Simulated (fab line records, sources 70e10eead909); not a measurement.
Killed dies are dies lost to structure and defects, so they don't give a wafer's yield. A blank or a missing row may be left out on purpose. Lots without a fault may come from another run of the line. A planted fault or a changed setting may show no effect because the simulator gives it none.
Which tool did it? | flow nand_harc | 14 lots, 38 wafers sampled, at 4 steps of a route of 1302

WHAT THE GAUGES READ, wafer by wafer
NHARC_END_SORT_01. Usual: defect_limited_yield 90.6 %, standard deviation 2.8; killed_at_array 58, standard deviation 20; killed_at_other 0.8, standard deviation 1; killed_at_periphery 4.6, standard deviation 2.8; killed_dies 63, standard deviation 19; killed_open 3.4, standard deviation 2; killed_short 2.4, standard deviation 1.8.
lot  | measured     | on        | defect_limited_yield (%) | killed_at_array | killed_at_other | killed_at_periphery | killed_dies | killed_open | killed_short | flag
L802 | day 25 06:40 | prober-01 | 91.0 90.1 92.8           | 54 63 42        | 1 0 0           | 6 4 7               | 61 67 49    | 4 1 3       | 0 7 2        |
L804 | day 25 12:50 | prober-02 | 86.3 84.6 87.4           | 88 99 80        | 0 0 0           | 5 5 5               | 93 104 85   | 3 0 0       | 7 2 3        |
L807 | day 25 21:42 | prober-02 | 88.6 88.8 88.9           | 73 67 63        | 1 1 5           | 3 8 7               | 77 76 75    | 8 4 2       | 1 1 7        |
L806 | day 25 21:40 | prober-01 | 93.6 94.4 95.4           | 28 28 21        | 4 3 2           | 11 7 8              | 43 38 31    | 2 1 3       | 4 2 2        |
L808 | day 27 00:28 | prober-01 | 86.9 92.6 89.5           | 82 43 65        | 0 0 0           | 7 7 6               | 89 50 71    | 1 2 3       | 3 2 1        |
L809 | day 27 20:25 | prober-02 | 92.9 91.9 90.3           | 47 48 64        | 0 1 1           | 1 6 1               | 48 55 66    | 4 4 2       | 1 3 2        |
L811 | day 28 08:26 | prober-02 | 91.9 90.7 92.2           | 47 59 47        | 2 1 1           | 6 3 5               | 55 63 53    | 6 2 1       | 1 0 2        |
L814 | day 29 06:58 | prober-01 | 93.4 94.2 94.7           | 42 37 29        | 0 1 1           | 3 1 6               | 45 39 36    | 3 8 3       | 2 2 2        |
L815 | day 30 06:06 | prober-02 | 86.3 87.7 85.7           | 89 75 97        | 0 2 0           | 4 6 0               | 93 83 97    | 5 9 3       | 1 0 1        |
L821 | day 32 05:35 | prober-02 | 89.5 91.3 88.5           | 69 58 76        | 1 0 1           | 1 1 1               | 71 59 78    | 0 3 2       | 4 0 1        |
L822 | day 32 07:11 | prober-01 | 89.8 93.6 89.4           | 66 38 66        | 1 0 0           | 2 5 6               | 69 43 72    | 1 3 2       | 4 2 1        |
L825 | day 34 09:34 | prober-01 | 90.7 88.8 87.3           | 60 73 82        | 1 0 0           | 2 3 4               | 63 76 86    | 2 7 6       | 1 1 0        |

WHICH TOOL RAN EACH LOT (tool, then ch and the chambers of the sampled wafers, then the start)
lot  | NHARC_A_CONTACT_ETCH_89                       | NHARC_A_CONTACT_ETCH_31            | NHARC_A_CONTACT_ETCH_138
L802 | rie_diel-11 ch 0,1,3, day 23 06:08 or earlier | rie_diel-11 ch 0,1, day 23 06:08   | har_cap_etch-01 ch 0,1, day 23 07:46
L804 | rie_diel-11 ch 0,1,3, day 23 07:58 or earlier | rie_diel-11 ch 0,1, day 23 07:58   | har_cap_etch-02 ch 0,1, day 23 09:34
L807 | rie_diel-11 ch 2,3, day 23 19:13 or earlier   | rie_diel-11 ch 2,3, day 23 19:13   | har_cap_etch-02 ch 0,1, day 23 20:46
L806 | rie_diel-11 ch 0,1,3, day 23 20:28 or earlier | rie_diel-11 ch 0,2,3, day 23 20:28 | har_cap_etch-01 ch 0, day 23 21:54
L808 | rie_diel-04 ch 0,2,3, day 24 20:11 or earlier | rie_diel-04 ch 0,2,3, day 24 20:11 | har_cap_etch-03 ch 0,1, day 24 21:45
L809 | rie_diel-11 ch 2,3, day 25 18:11 or earlier   | rie_diel-11 ch 1,2, day 25 18:11   | har_cap_etch-03 ch 0,1, day 25 19:49
L811 | rie_diel-06 ch 0,1, day 26 06:14 or earlier   | rie_diel-06 ch 1,2, day 26 06:14   | har_cap_etch-02 ch 0,1, day 26 07:47
L814 | rie_diel-11 ch 0,3, day 27 03:56 or earlier   | rie_diel-11 ch 0,1,2, day 27 03:56 | har_cap_etch-01 ch 0, day 27 05:29
L813 | rie_diel-11 ch 2, day 27 08:55 or earlier     | rie_diel-11 ch 0, day 27 08:55     | har_cap_etch-02 ch 1, day 27 10:25
L815 | rie_diel-06 ch 0,3, day 28 03:11 or earlier   | rie_diel-06 ch 1,2,3, day 28 03:11 | har_cap_etch-01 ch 0,1, day 28 04:34
L816 | rie_diel-11 ch 0, day 29 04:27 or earlier     | rie_diel-11 ch 0, day 29 04:27     | har_cap_etch-01 ch 0, day 29 06:04
L821 | rie_diel-04 ch 1,3, day 30 01:53 or earlier   | rie_diel-04 ch 1,2,3, day 30 01:53 | har_cap_etch-03 ch 0,1, day 30 03:26
L822 | rie_diel-06 ch 0,2, day 30 03:07 or earlier   | rie_diel-06 ch 0,1,2, day 30 03:07 | har_cap_etch-02 ch 0,1, day 30 04:42
L825 | rie_diel-04 ch 2,3, day 32 03:42 or earlier   | rie_diel-04 ch 1,2,3, day 32 03:42 | har_cap_etch-02 ch 0,1, day 32 05:12
- NHARC_A_CONTACT_ETCH_89: etches the open film in N2/H2, target depth 260 nm, time 475.3 s.
- NHARC_A_CONTACT_ETCH_31: etches the open film in O2/COS, target depth 2800 nm, time 728 s.
- NHARC_A_CONTACT_ETCH_138: etches the open film in C4F8/O2/Ar, time 311 s, target depth 1914 nm.

WHAT THE TOOLS THEMSELVES READ (means of the sampled wafers that have a number; where no wafer has one, the mark that the record gives instead)
NHARC_A_CONTACT_ETCH_89. Usual: drypump_motor_current_A 5.9 A, standard deviation 0.46; oes_product_au 0.998 a.u., standard deviation 0.01; rf_vpp_V 430.8 V, standard deviation 2.8; showerhead_plenum_p_Torr 2.05 Torr, standard deviation 0.098; throttle_valve_pct 14.171 %, standard deviation 0.0093.
lot  | tool        | drypump_motor_current_A (A) | oes_product_au (a.u.) | rf_vpp_V (V) | showerhead_plenum_p_Torr (Torr) | throttle_valve_pct (%) | flag
L802 | rie_diel-11 | 6.0                         | 0.987                 | 432.0        | 2.10                            | 14.166                 |
L804 | rie_diel-11 | 6.0                         | 0.996                 | 431.5        | 2.10                            | 14.177                 |
L807 | rie_diel-11 | 6.4                         | 1.000                 | 432.4        | 2.08                            | 14.178                 |
L806 | rie_diel-11 | 6.0                         | 0.994                 | 431.8        | 2.10                            | 14.166                 |
L808 | rie_diel-04 | 6.0                         | 1.007                 | 428.9        | 2.01                            | 14.182                 |
L809 | rie_diel-11 | 6.1                         | 1.002                 | 429.6        | 1.99                            | 14.180                 |
L811 | rie_diel-06 | 5.7                         | 1.001                 | 430.7        | 2.07                            | 14.174                 |
L814 | rie_diel-11 | 5.6                         | 0.988                 | 432.1        | 2.10                            | 14.174                 |
L813 | rie_diel-11 | 5.9                         | 0.996                 | 426.7        | 1.91                            | 14.172                 |
L815 | rie_diel-06 | 5.4                         | 1.003                 | 431.9        | 2.07                            | 14.167                 |
L816 | rie_diel-11 | 5.2                         | 0.994                 | 430.2        | 2.07                            | 14.178                 |
L821 | rie_diel-04 | 6.1                         | 1.001                 | 432.8        | 2.11                            | 14.170                 |
L822 | rie_diel-06 | 5.9                         | 0.991                 | 427.9        | 1.96                            | 14.173                 |
L825 | rie_diel-04 | 6.1                         | 1.005                 | 432.4        | 2.10                            | 14.169                 |

NHARC_A_CONTACT_ETCH_31. Usual: drypump_motor_current_A 5.9 A, standard deviation 0.45; oes_product_au 0.998 a.u., standard deviation 0.011; rf_vpp_V 314.2 V, standard deviation 2.1; showerhead_plenum_p_Torr 3.13 Torr, standard deviation 0.14; throttle_valve_pct 28.331 %, standard deviation 0.009.
lot  | tool        | drypump_motor_current_A (A) | oes_product_au (a.u.) | rf_vpp_V (V) | showerhead_plenum_p_Torr (Torr) | throttle_valve_pct (%) | flag
L802 | rie_diel-11 | 5.8                         | 0.987                 | 315.6        | 3.16                            | 28.321                 |
L804 | rie_diel-11 | 5.8                         | 0.986                 | 315.0        | 3.16                            | 28.331                 |
L807 | rie_diel-11 | 6.4                         | 1.001                 | 315.0        | 3.18                            | 28.327                 |
L806 | rie_diel-11 | 5.9                         | 1.001                 | 314.6        | 3.14                            | 28.328                 |
L808 | rie_diel-04 | 6.0                         | 1.008                 | 312.3        | 3.08                            | 28.328                 |
L809 | rie_diel-11 | 6.0                         | 0.994                 | 312.1        | 3.02                            | 28.331                 |
L811 | rie_diel-06 | 6.1                         | 1.003                 | 313.2        | 3.05                            | 28.332                 |
L814 | rie_diel-11 | 5.7                         | 1.004                 | 313.6        | 3.09                            | 28.332                 |
L813 | rie_diel-11 | 5.2                         | 0.778                 | 314.6        | 3.16                            | 28.310                 | OFF
L815 | rie_diel-06 | 6.0                         | 0.988                 | 314.8        | 3.16                            | 28.329                 |
L816 | rie_diel-11 | 5.1                         | 0.791                 | 314.1        | 3.16                            | 28.326                 | OFF
L821 | rie_diel-04 | 6.1                         | 0.998                 | 313.6        | 3.08                            | 28.338                 |
L822 | rie_diel-06 | 5.8                         | 1.005                 | 314.2        | 3.08                            | 28.337                 |
L825 | rie_diel-04 | 6.1                         | 1.001                 | 313.2        | 3.07                            | 28.332                 |

THE ANSWER, worked out from the rows above alone
Rule: a lot is off if the mean of its wafers that have a number lies more than 3 standard deviations from the usual mean. A lot without any number at a reading at which 4 lots or more have one is off too. The other lots that the step has rows for count as sound. The gauges are gone through in route order, then the tools' own readings, and for those a lot's mean is taken as printed above. The first step at which some lot is off is used, and at that step the reading that is off furthest; a lot without a number counts as furthest.
Off: L813, L816, at NHARC_A_CONTACT_ETCH_31 (oes_product_au).
A tool fits if, at that step or a process step before it, it ran every lot that is off, and no sound lot after the first of them. NHARC_A_CONTACT_ETCH_89 gives no start for some lots, so the hours and the order of its lots are those of NHARC_A_CONTACT_ETCH_31. One fits: rie_diel-11 at NHARC_A_CONTACT_ETCH_89 and NHARC_A_CONTACT_ETCH_31. At NHARC_A_CONTACT_ETCH_89 its last sound lot is L814 (day 27 03:56), its first lot that is off L813 (day 27 08:55): a fault that began between those two fits.

WHAT THE SIMULATOR HAD PUT IN
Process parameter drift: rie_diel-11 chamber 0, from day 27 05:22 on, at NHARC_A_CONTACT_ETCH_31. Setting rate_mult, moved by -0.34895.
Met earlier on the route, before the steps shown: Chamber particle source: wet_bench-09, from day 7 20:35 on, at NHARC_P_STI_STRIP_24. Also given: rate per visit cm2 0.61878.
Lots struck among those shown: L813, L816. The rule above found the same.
